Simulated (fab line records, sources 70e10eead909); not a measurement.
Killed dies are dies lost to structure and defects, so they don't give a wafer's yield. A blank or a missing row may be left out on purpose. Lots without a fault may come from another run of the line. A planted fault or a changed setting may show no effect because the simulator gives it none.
Chamber matching | flow nand_harc | NHARC_A_CONTACT_ETCH_102 on rie_diel-03: 4 sister chambers
The step etches the open film in CF4/O2, target depth 70 nm, overetch 7 nm, time 38.5 s. 14 wafers are shown with their chamber, then 6 later ones without.

WAFERS WITH THEIR CHAMBER
wafer  | chamber | showerhead_plenum_p_Torr (Torr) | drypump_motor_current_A (A) | rf_vpp_V (V)
L609.2 | 0       | 1.30                            | 5.9                         | 198.5
L609.4 | 3       | 1.27                            | 6.5                         | 197.0
L609.6 | 3       | 1.27                            | 6.5                         | 196.3
L613.3 | 1       | 1.42                            | 5.4                         | 199.9
L613.5 | 1       | 1.42                            | 5.4                         | 199.2
L613.6 | 2       | 1.34                            | 5.8                         | 196.6
L610.5 | 3       | 1.27                            | 6.5                         | 196.8
L610.6 | 2       | 1.34                            | 5.8                         | 198.3
L615.1 | 2       | 1.34                            | 5.8                         | 199.6
L615.2 | 3       | 1.27                            | 6.5                         | 196.7
L615.3 | 0       | 1.30                            | 5.8                         | 195.6
L628.2 | 1       | 1.42                            | 5.4                         | 200.3
L628.4 | 0       | 1.29                            | 5.9                         | 197.6
L628.5 | 1       | 1.42                            | 5.4                         | 200.4

SIGNATURES (means of the wafers above)
reading                  | chamber 0 | chamber 1 | chamber 2 | chamber 3 | scatter within a chamber
showerhead_plenum_p_Torr | 1.2967    | 1.4200    | 1.3400    | 1.2700    | 0.00258
drypump_motor_current_A  | 5.867     | 5.400     | 5.800     | 6.500     | 0.0258
rf_vpp_V                 | 197.233   | 199.950   | 198.167   | 196.700   | 1
Rule: a wafer's distance from a chamber is the root of the sum, over the readings, of the square of ((its reading less the chamber's mean) divided by the reading's scatter). The wafer belongs to the nearest chamber; if the next one is less than 2 further off, it can't be placed. The scatter: the root of (the sum of the squares of (reading less its chamber's mean) over the shown wafers, divided by (wafers less chambers)).

WAFERS WITHOUT THEIR CHAMBER
wafer  | showerhead_plenum_p_Torr (Torr) | drypump_motor_current_A (A) | rf_vpp_V (V)
L632.1 | 1.29                            | 5.8                         | 195.7
L632.5 | 1.42                            | 5.4                         | 198.9
L632.6 | 1.29                            | 5.8                         | 198.4
L630.1 | 1.34                            | 5.8                         | 198.9
L630.3 | 1.27                            | 6.5                         | 193.4
L630.5 | 1.42                            | 5.4                         | 199.3

WHICH CHAMBER EACH WENT THROUGH
wafer  | from the rows above | in truth
L632.1 | 0                   | 0
L632.5 | 1                   | 1
L632.6 | 0                   | 0
L630.1 | 2                   | 2
L630.3 | 3                   | 3
L630.5 | 1                   | 1
Placed correctly: 6 of 6. Can't be placed from these rows: 0. Placed wrongly: 0.
